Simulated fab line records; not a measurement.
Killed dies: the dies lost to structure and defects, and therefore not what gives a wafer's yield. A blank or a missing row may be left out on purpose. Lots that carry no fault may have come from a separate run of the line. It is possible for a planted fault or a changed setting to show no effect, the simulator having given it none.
Split-lot study / flow n5 finfet / route with 1938 steps; 7 lots, 21 wafers read

## ON THE SPLIT
At N5_BEOL_M5_EXPOSE_08 (exposes mask M5, target cd 28 nm), the setting dose mj was moved away from the recipe's 35.75 on 10 of the 21 wafers read, by -6.5% to +7.4%. The other wafers ran this setting at the recipe's value.

## FROM THE SPLIT TO THE READING: what the file shows between them, 12 steps
- N5_BEOL_M5_PEB_09: peb time 60 s
- N5_BEOL_M5_DEVELOP_10: develop time 30 s
- N5_BEOL_M5_CD_MEAS_11: target cd 27.74 nm
- N5_BEOL_M5_DESCUM_16: chemistry O2, time 7 s
- N5_BEOL_M5_ETCH_72: etches underlayer in N2/H2, target depth 6.5 nm, time 5.2 s
- N5_BEOL_M5_ETCH_61: etches SiARC in CF4, target depth 15.6 nm, time 26 s
- N5_BEOL_M5_ETCH_62: etches SOC in N2/H2, target depth 75 nm, overetch 15 nm, time 112.5 s
- N5_BEOL_M5_STRIP_63: strips in N2/H2
- N5_BEOL_M5_STRIP_73: strips in N2/H2
- N5_BEOL_M5_STRIP_64: strips in CF4
- N5_BEOL_M5_HM_OPEN_17: chemistry Cl2/BCl3, target TiN, target depth 20 nm, overetch 6 nm
- N5_BEOL_M5_STRIP_19: strips in O2

## THE READING
cd nm, in nm, at N5_BEOL_M5_CD_MEAS_18 (pitch 56 nm, target cd 28 nm). On this fab line, fault-free wafers typically give 28.1 nm with a standard deviation of 0.3 nm.

wafer=L074.2; tool, chamber at the split=euv scanner-01, 0; dose mj as run=35.75; against the recipe=recipe; cd nm, nm=27.8; against lot-mates on the recipe=-
wafer=L074.3; tool, chamber at the split=euv scanner-01, 0; dose mj as run=35.75; against the recipe=recipe; cd nm, nm=28.2; against lot-mates on the recipe=-
wafer=L074.5; tool, chamber at the split=euv scanner-01, 0; dose mj as run=35.75; against the recipe=recipe; cd nm, nm=28.1; against lot-mates on the recipe=-
wafer=L081.3; tool, chamber at the split=euv scanner-01, 0; dose mj as run=33.43; against the recipe=-6.5%; cd nm, nm=26.4; against lot-mates on the recipe=-2.1
wafer=L081.4; tool, chamber at the split=euv scanner-01, 0; dose mj as run=35.75; against the recipe=recipe; cd nm, nm=28.5; against lot-mates on the recipe=-
wafer=L081.5; tool, chamber at the split=euv scanner-01, 0; dose mj as run=33.43; against the recipe=-6.5%; cd nm, nm=26.2; against lot-mates on the recipe=-2.3
wafer=L084.1; tool, chamber at the split=euv scanner-02, 0; dose mj as run=35.75; against the recipe=recipe; cd nm, nm=28.7; against lot-mates on the recipe=-
wafer=L084.4; tool, chamber at the split=euv scanner-02, 0; dose mj as run=35.75; against the recipe=recipe; cd nm, nm=27.8; against lot-mates on the recipe=-
wafer=L084.6; tool, chamber at the split=euv scanner-02, 0; dose mj as run=35.75; against the recipe=recipe; cd nm, nm=28.0; against lot-mates on the recipe=-
wafer=L092.1; tool, chamber at the split=euv scanner-01, 0; dose mj as run=38.39; against the recipe=+7.4%; cd nm, nm=30.1; against lot-mates on the recipe=+2.2
wafer=L092.3; tool, chamber at the split=euv scanner-01, 0; dose mj as run=38.39; against the recipe=+7.4%; cd nm, nm=29.7; against lot-mates on the recipe=+1.8
wafer=L092.4; tool, chamber at the split=euv scanner-01, 0; dose mj as run=35.75; against the recipe=recipe; cd nm, nm=27.9; against lot-mates on the recipe=-
wafer=L088.2; tool, chamber at the split=euv scanner-02, 0; dose mj as run=34.79; against the recipe=-2.7%; cd nm, nm=27.5; against lot-mates on the recipe=-0.2
wafer=L088.5; tool, chamber at the split=euv scanner-02, 0; dose mj as run=35.75; against the recipe=recipe; cd nm, nm=27.7; against lot-mates on the recipe=-
wafer=L088.6; tool, chamber at the split=euv scanner-02, 0; dose mj as run=34.79; against the recipe=-2.7%; cd nm, nm=27.3; against lot-mates on the recipe=-0.4
wafer=L089.2; tool, chamber at the split=euv scanner-02, 0; dose mj as run=35.75; against the recipe=recipe; cd nm, nm=28.5; against lot-mates on the recipe=-
wafer=L089.5; tool, chamber at the split=euv scanner-02, 0; dose mj as run=34.62; against the recipe=-3.2%; cd nm, nm=27.5; against lot-mates on the recipe=-1.0
wafer=L089.6; tool, chamber at the split=euv scanner-02, 0; dose mj as run=34.62; against the recipe=-3.2%; cd nm, nm=27.7; against lot-mates on the recipe=-0.8
wafer=L093.1; tool, chamber at the split=euv scanner-02, 0; dose mj as run=35.75; against the recipe=recipe; cd nm, nm=28.2; against lot-mates on the recipe=-
wafer=L093.5; tool, chamber at the split=euv scanner-02, 0; dose mj as run=33.59; against the recipe=-6.0%; cd nm, nm=26.9; against lot-mates on the recipe=-1.3
wafer=L093.6; tool, chamber at the split=euv scanner-02, 0; dose mj as run=33.59; against the recipe=-6.0%; cd nm, nm=26.5; against lot-mates on the recipe=-1.7

THE FIT
A straight line over all 21 wafers: cd nm changes by +0.247 nm for each +1% of dose mj; r = +0.96; the points scatter about the line by 0.29 nm.
The same after taking each lot's own level away (the mean of its wafers on the recipe; 21 wafers): +0.279 nm for each +1%; r = +0.97; scatter 0.28 nm.
On that fit, the largest move of dose mj shifts the reading by 2.1 nm.
Measured against the standard deviation above, the lots' own levels, which go from 27.70 to 28.50 nm, span 2.7 times it.
So the lot-to-lot level changes the slope: the two fits differ.
Check: +2.02 nm against its lot-mates is what the line predicts for one of the wafers moved furthest among these (+7.4%) when that wafer is left out of the fit. It came out at +2.2 nm against them.

## OTHER SPLITS APPLIED TO THESE WAFERS
These wafers also went through other splits before the reading. Each is held against what the fit with the lots' levels taken away leaves over:
other split on the same wafers=N5_BEOL_M4_COAT_22 spin rpm; wafers away from the commonest value=9; r with cd nm (lot level and that fit taken away)=+0.15

## THE WHOLE CHAIN: every reading that the file lists as answering this split, in the file's order
step=N5_BEOL_M5_CD_MEAS_11; what it does=target cd 27.74 nm; reading=cd nm; change (the file's fit)=+0.237 nm for each +1% of the setting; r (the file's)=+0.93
step=N5_BEOL_M5_DESCUM_16; what it does=chemistry O2, time 7 s; reading=BEOL_M5.cd nm (the simulator's own value, which no gauge read); change (the file's fit)=+0.24 nm for each +1% of the setting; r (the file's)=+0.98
step=N5_BEOL_M5_ETCH_61; what it does=etches SiARC in CF4, target depth 15.6 nm, time 26 s; reading=BEOL_M5.cd nm (the simulator's own value, which no gauge read); change (the file's fit)=+0.248 nm for each +1% of the setting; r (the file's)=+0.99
step=N5_BEOL_M5_HM_OPEN_17; what it does=chemistry Cl2/BCl3, target TiN, target depth 20 nm, overetch 6 nm; reading=BEOL_M5.cd nm (the simulator's own value, which no gauge read); change (the file's fit)=+0.268 nm for each +1% of the setting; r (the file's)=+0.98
step=N5_BEOL_M5_CD_MEAS_18; what it does=pitch 56 nm, target cd 28 nm; reading=cd nm; change (the file's fit)=+0.275 nm for each +1% of the setting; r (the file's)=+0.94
step=N5_BEOL_M5_ETCH_67; what it does=etches SiARC in CF4, target depth 15.6 nm, time 26 s; reading=BEOL_M5.cd nm (the simulator's own value, which no gauge read); change (the file's fit)=+0.277 nm for each +1% of the setting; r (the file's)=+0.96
step=N5_BEOL_M5_ETCH_68; what it does=etches SOC in N2/H2, target depth 80 nm, overetch 16 nm, time 120 s; reading=BEOL_M5.cd nm (the simulator's own value, which no gauge read); change (the file's fit)=+0.288 nm for each +1% of the setting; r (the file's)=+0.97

## FILE'S OWN FIT
cd nm changes by +0.275 nm for each +1% of dose mj, r = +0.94.
